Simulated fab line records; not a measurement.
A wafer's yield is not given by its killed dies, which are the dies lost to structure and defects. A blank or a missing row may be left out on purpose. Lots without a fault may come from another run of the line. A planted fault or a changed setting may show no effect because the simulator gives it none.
Matching of chambers :: flow n5-finfet :: N5_BEOL_M6_ETCH_72 on rie-diel-02: 4 sister chambers
The step etches underlayer in N2/H2, target depth 6.5 nm, time 5.2 s. 20 wafers are shown with their chamber, then 10 later ones without.

EACH WAFER AND ITS CHAMBER
wafer: L074.1
chamber: 3
drypump-motor-current-A (A): 6.0
showerhead-plenum-p-Torr (Torr): 2.46
oes-product-au (a.u.): 0.73

wafer: L074.2
chamber: 1
drypump-motor-current-A (A): 5.4
showerhead-plenum-p-Torr (Torr): 2.65
oes-product-au (a.u.): 0.61

wafer: L074.3
chamber: 0
drypump-motor-current-A (A): 6.4
showerhead-plenum-p-Torr (Torr): 2.34
oes-product-au (a.u.): 0.64

wafer: L074.4
chamber: 3
drypump-motor-current-A (A): 6.0
showerhead-plenum-p-Torr (Torr): 2.46
oes-product-au (a.u.): 0.72

wafer: L074.5
chamber: 0
drypump-motor-current-A (A): 6.4
showerhead-plenum-p-Torr (Torr): 2.34
oes-product-au (a.u.): 0.65

wafer: L074.6
chamber: 1
drypump-motor-current-A (A): 5.4
showerhead-plenum-p-Torr (Torr): 2.65
oes-product-au (a.u.): 0.62

wafer: L075.1
chamber: 1
drypump-motor-current-A (A): 5.4
showerhead-plenum-p-Torr (Torr): 2.65
oes-product-au (a.u.): 0.61

wafer: L075.3
chamber: 0
drypump-motor-current-A (A): 6.4
showerhead-plenum-p-Torr (Torr): 2.34
oes-product-au (a.u.): 0.64

wafer: L075.5
chamber: 0
drypump-motor-current-A (A): 6.4
showerhead-plenum-p-Torr (Torr): 2.34
oes-product-au (a.u.): 0.63

wafer: L077.3
chamber: 2
drypump-motor-current-A (A): 5.8
showerhead-plenum-p-Torr (Torr): 2.49
oes-product-au (a.u.): 0.83

wafer: L077.5
chamber: 1
drypump-motor-current-A (A): 5.4
showerhead-plenum-p-Torr (Torr): 2.65
oes-product-au (a.u.): 0.61

wafer: L077.6
chamber: 0
drypump-motor-current-A (A): 6.3
showerhead-plenum-p-Torr (Torr): 2.33
oes-product-au (a.u.): 0.64

wafer: L078.2
chamber: 0
drypump-motor-current-A (A): 6.4
showerhead-plenum-p-Torr (Torr): 2.33
oes-product-au (a.u.): 0.64

wafer: L078.4
chamber: 2
drypump-motor-current-A (A): 5.8
showerhead-plenum-p-Torr (Torr): 2.48
oes-product-au (a.u.): 0.83

wafer: L078.6
chamber: 2
drypump-motor-current-A (A): 5.8
showerhead-plenum-p-Torr (Torr): 2.48
oes-product-au (a.u.): 0.82

wafer: L083.3
chamber: 1
drypump-motor-current-A (A): 5.4
showerhead-plenum-p-Torr (Torr): 2.64
oes-product-au (a.u.): 0.61

wafer: L083.4
chamber: 0
drypump-motor-current-A (A): 6.4
showerhead-plenum-p-Torr (Torr): 2.33
oes-product-au (a.u.): 0.63

wafer: L083.5
chamber: 3
drypump-motor-current-A (A): 6.0
showerhead-plenum-p-Torr (Torr): 2.46
oes-product-au (a.u.): 0.69

wafer: L090.1
chamber: 0
drypump-motor-current-A (A): 6.4
showerhead-plenum-p-Torr (Torr): 2.33
oes-product-au (a.u.): 0.62

wafer: L090.2
chamber: 3
drypump-motor-current-A (A): 6.0
showerhead-plenum-p-Torr (Torr): 2.45
oes-product-au (a.u.): 0.68

SIGNATURES, as means of the wafers listed above
reading: drypump-motor-current-A
chamber 0: 6.388
chamber 1: 5.400
chamber 2: 5.800
chamber 3: 6.000
scatter within a chamber: 0.0234

reading: showerhead-plenum-p-Torr
chamber 0: 2.3350
chamber 1: 2.6480
chamber 2: 2.4833
chamber 3: 2.4575
scatter within a chamber: 0.00513

reading: oes-product-au
chamber 0: 0.6362
chamber 1: 0.6120
chamber 2: 0.8267
chamber 3: 0.7050
scatter within a chamber: 0.0123
Rule: a wafer's distance from a chamber is the root of the sum, over the readings, of the square of ((its reading less the chamber's mean) divided by the reading's scatter). If the next closest chamber is less than 2 further off than the closest, the wafer can't be placed; otherwise it belongs to the closest. The scatter: the root of (the sum of the squares of (reading less its chamber's mean) over the shown wafers, divided by (wafers less chambers)).

WAFERS WHOSE CHAMBER IS MISSING
wafer: L090.6
drypump-motor-current-A (A): 5.4
showerhead-plenum-p-Torr (Torr): 2.63
oes-product-au (a.u.): 0.58

wafer: L092.1
drypump-motor-current-A (A): 5.4
showerhead-plenum-p-Torr (Torr): 2.63
oes-product-au (a.u.): 0.58

wafer: L092.2
drypump-motor-current-A (A): 6.4
showerhead-plenum-p-Torr (Torr): 2.32
oes-product-au (a.u.): 0.61

wafer: L092.6
drypump-motor-current-A (A): 6.4
showerhead-plenum-p-Torr (Torr): 2.32
oes-product-au (a.u.): 0.62

wafer: L095.1
drypump-motor-current-A (A): 5.8
showerhead-plenum-p-Torr (Torr): 2.47
oes-product-au (a.u.): 0.74

wafer: L095.2
drypump-motor-current-A (A): 5.4
showerhead-plenum-p-Torr (Torr): 2.63
oes-product-au (a.u.): 0.58

wafer: L095.4
drypump-motor-current-A (A): 6.3
showerhead-plenum-p-Torr (Torr): 2.32
oes-product-au (a.u.): 0.61

wafer: L096.2
drypump-motor-current-A (A): 5.4
showerhead-plenum-p-Torr (Torr): 2.63
oes-product-au (a.u.): 0.59

wafer: L096.3
drypump-motor-current-A (A): 6.4
showerhead-plenum-p-Torr (Torr): 2.32
oes-product-au (a.u.): 0.60

wafer: L096.5
drypump-motor-current-A (A): 5.8
showerhead-plenum-p-Torr (Torr): 2.47
oes-product-au (a.u.): 0.72

WHICH CHAMBER EACH WENT THROUGH
wafer: L090.6
from the rows above: 1
in truth: 1

wafer: L092.1
from the rows above: 1
in truth: 1

wafer: L092.2
from the rows above: 0
in truth: 0

wafer: L092.6
from the rows above: 0
in truth: 0

wafer: L095.1
from the rows above: can't be placed: 2 or 3
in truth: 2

wafer: L095.2
from the rows above: 1
in truth: 1

wafer: L095.4
from the rows above: 0
in truth: 0

wafer: L096.2
from the rows above: 1
in truth: 1

wafer: L096.3
from the rows above: 0
in truth: 0

wafer: L096.5
from the rows above: can't be placed: 3 or 2
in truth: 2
Correctly placed: 8 of 10. From these rows, 2 cannot be placed; in 2 the true chamber is one of the candidates. Wrongly placed: 0.
